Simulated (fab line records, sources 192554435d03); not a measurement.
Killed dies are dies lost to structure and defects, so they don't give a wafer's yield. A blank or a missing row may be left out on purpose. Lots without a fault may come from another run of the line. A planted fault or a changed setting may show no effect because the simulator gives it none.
Chamber matching | flow n5_finfet | N5_FIN_CUT_CUT_ETCH_28 on rie_si-06: 4 sister chambers
The step etches Si in HBr/Cl2/O2, target depth 6 nm, time 2.4 s. 8 wafers are shown with their chamber, then 8 later ones without.

WAFERS WITH THEIR CHAMBER
wafer  | chamber | drypump_motor_current_A (A) | oes_product_au (a.u.)
L084.6 | 3       | 5.1                         | 0.991
L088.2 | 3       | 5.0                         | 0.986
L089.1 | 0       | 5.5                         | 0.991
L089.4 | 2       | 4.9                         | 1.003
L092.2 | 1       | 6.0                         | 0.967
L092.5 | 1       | 6.0                         | 0.970
L092.6 | 2       | 4.9                         | 1.009
L093.1 | 0       | 5.6                         | 1.000

WAFERS WITHOUT THEIR CHAMBER
wafer  | drypump_motor_current_A (A) | oes_product_au (a.u.)
L093.4 | 6.0                         | 0.961
L093.5 | 6.0                         | 0.966
L094.1 | 5.6                         | 0.994
L094.5 | 5.6                         | 0.994
L094.6 | 5.1                         | 0.987
L097.1 | 6.0                         | 0.966
L097.2 | 5.6                         | 0.998
L097.3 | 4.9                         | 1.007

WHICH CHAMBER EACH WENT THROUGH
wafer  | from the rows above | in truth
L093.4 | 1                   | 1
L093.5 | 1                   | 1
L094.1 | 0                   | 0
L094.5 | 0                   | 0
L094.6 | 3                   | 3
L097.1 | 1                   | 1
L097.2 | 0                   | 0
L097.3 | 2                   | 2
Placed correctly: 8 of 8. Can't be placed from these rows: 0. Placed wrongly: 0.
How it was worked out, from the rows above alone: a wafer's distance from a chamber is the root of the sum, over the readings, of the square of ((its reading less the chamber's mean) divided by the reading's scatter). The wafer belongs to the nearest chamber; if the next one is less than 2 further off, it can't be placed. A chamber's mean is the mean of its shown wafers. The scatter: the root of (the sum of the squares of (reading less its chamber's mean) over the shown wafers, divided by (wafers less chambers)).
